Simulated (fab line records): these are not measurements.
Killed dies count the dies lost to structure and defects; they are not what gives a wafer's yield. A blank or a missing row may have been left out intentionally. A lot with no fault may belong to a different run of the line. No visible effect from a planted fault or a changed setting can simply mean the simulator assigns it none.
Split-lot trial + flow n5_finfet + 39 wafers read from 7 lots, route of 1938 steps

## THE SPLIT
At N5_PASSIVATION_ETCH_59 (etches TaN in Cl2/BCl3, target depth 65 nm, time 34.9 s), the setting time_s was moved away from the recipe's 34.9 s on 15 of the 39 wafers read, by -34.0% to +60.0%. All remaining wafers had this setting at the recipe value.

The split's own step is where the reading is taken.

## THE READING
etch.depth_nm (the simulator's own value, which no gauge read), in nm, at N5_PASSIVATION_ETCH_59 (etches TaN in Cl2/BCl3, target depth 65 nm, time 34.9 s). No usual value for it is given in the file. Average 66.26 nm, standard deviation 3 nm, over the 24 wafers here run with the recipe.

| wafer  | tool, chamber at the split | time_s as run, s | against the recipe | etch.depth_nm, nm | against lot-mates on the recipe |
|--------|----------------------------|------------------|--------------------|-------------------|---------------------------------|
| L074.1 | rie_metal-02, 1            | 55.83            | +60.0%             | 111.4             | +44.06                          |
| L074.2 | rie_metal-02, 0            | 55.83            | +60.0%             | 99.78             | +32.44                          |
| L074.3 | rie_metal-02, 0            | 55.83            | +60.0%             | 98.97             | +31.63                          |
| L074.4 | rie_metal-02, 1            | 34.9             | recipe             | 69.62             | -                               |
| L074.5 | rie_metal-02, 1            | 34.9             | recipe             | 70.05             | -                               |
| L074.6 | rie_metal-02, 0            | 34.9             | recipe             | 62.34             | -                               |
| L075.1 | rie_metal-02, 1            | 34.9             | recipe             | 70.51             | -                               |
| L075.4 | rie_metal-02, 1            | 34.9             | recipe             | 70.62             | -                               |
| L075.5 | rie_metal-02, 1            | 34.9             | recipe             | 70.16             | -                               |
| L080.1 | rie_metal-01, 0            | 34.9             | recipe             | 64.14             | -                               |
| L080.2 | rie_metal-01, 1            | 28.62            | -18.0%             | 56.77             | -8.91                           |
| L080.3 | rie_metal-01, 0            | 34.9             | recipe             | 64.19             | -                               |
| L080.4 | rie_metal-01, 1            | 34.9             | recipe             | 68.71             | -                               |
| L080.5 | rie_metal-01, 1            | 28.62            | -18.0%             | 56.83             | -8.85                           |
| L080.6 | rie_metal-01, 0            | 28.62            | -18.0%             | 52.57             | -13.11                          |
| L084.1 | rie_metal-01, 1            | 34.9             | recipe             | 68.69             | -                               |
| L084.2 | rie_metal-01, 0            | 34.9             | recipe             | 62.5              | -                               |
| L084.3 | rie_metal-01, 1            | 47.54            | +36.2%             | 93.73             | +29.07                          |
| L084.4 | rie_metal-01, 0            | 34.9             | recipe             | 62.8              | -                               |
| L084.5 | rie_metal-01, 1            | 47.54            | +36.2%             | 93.58             | +28.92                          |
| L084.6 | rie_metal-01, 0            | 47.54            | +36.2%             | 85.52             | +20.86                          |
| L088.1 | rie_metal-03, 0            | 23.02            | -34.0%             | 45.11             | -22.63                          |
| L088.2 | rie_metal-03, 1            | 34.9             | recipe             | 67.76             | -                               |
| L088.3 | rie_metal-03, 1            | 23.02            | -34.0%             | 44.62             | -23.12                          |
| L088.4 | rie_metal-03, 0            | 23.02            | -34.0%             | 45.12             | -22.62                          |
| L088.5 | rie_metal-03, 1            | 34.9             | recipe             | 67.88             | -                               |
| L088.6 | rie_metal-03, 0            | 34.9             | recipe             | 67.57             | -                               |
| L087.1 | rie_metal-01, 0            | 34.9             | recipe             | 63.91             | -                               |
| L087.2 | rie_metal-01, 0            | 49.28            | +41.2%             | 89.51             | +25.88                          |
| L087.3 | rie_metal-01, 0            | 49.28            | +41.2%             | 89.35             | +25.72                          |
| L087.4 | rie_metal-01, 0            | 34.9             | recipe             | 63.24             | -                               |
| L087.5 | rie_metal-01, 0            | 49.28            | +41.2%             | 90.18             | +26.55                          |
| L087.6 | rie_metal-01, 0            | 34.9             | recipe             | 63.74             | -                               |
| L091.1 | rie_metal-01, 1            | 34.9             | recipe             | 67.79             | -                               |
| L091.2 | rie_metal-01, 0            | 34.9             | recipe             | 62.71             | -                               |
| L091.3 | rie_metal-01, 1            | 34.9             | recipe             | 68.13             | -                               |
| L091.4 | rie_metal-01, 0            | 34.9             | recipe             | 62.52             | -                               |
| L091.5 | rie_metal-01, 1            | 34.9             | recipe             | 67.73             | -                               |
| L091.6 | rie_metal-01, 0            | 34.9             | recipe             | 62.83             | -                               |

FIT RESULTS
A straight line over all 39 wafers: etch.depth_nm changes by +0.619 nm for each +1% of time_s; r = +0.98; the points scatter about the line by 3.3 nm.
The same after taking each lot's own level away (the mean of its wafers on the recipe; 39 wafers): +0.636 nm for each +1%; r = +0.98; scatter 3 nm.
On that fit, the largest move of time_s shifts the reading by 38 nm.
The lots' own levels span 63.630 to 70.430 nm, that is 2.3 times the standard deviation above.
The two slopes agree, so the slope changes little with the lot-to-lot level.
Check: +37.1 nm against its lot-mates is what the line predicts for one of the wafers moved furthest among these (+60.0%) when that wafer is left out of the fit. Against them it came out at +44.1 nm.

## FURTHER SPLITS ON THESE WAFERS
Other splits were also applied to these wafers ahead of the reading. Each is held against what the fit with the lots' levels taken away leaves over:
| other split on the same wafers      | wafers away from the commonest value | r with etch.depth_nm (lot level and that fit taken away) |
|-------------------------------------|--------------------------------------|----------------------------------------------------------|
| N5_BEOL_M12_ILD_DEP_00 target_thk_a | 18                                   | +0.06                                                    |
| N5_MIM_BOT_SPUTTER_00 target_thk_a  | 9                                    | +0.10                                                    |

## FILE'S OWN FIT
etch.depth_nm changes by +0.637 nm for each +1% of time_s, r = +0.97.
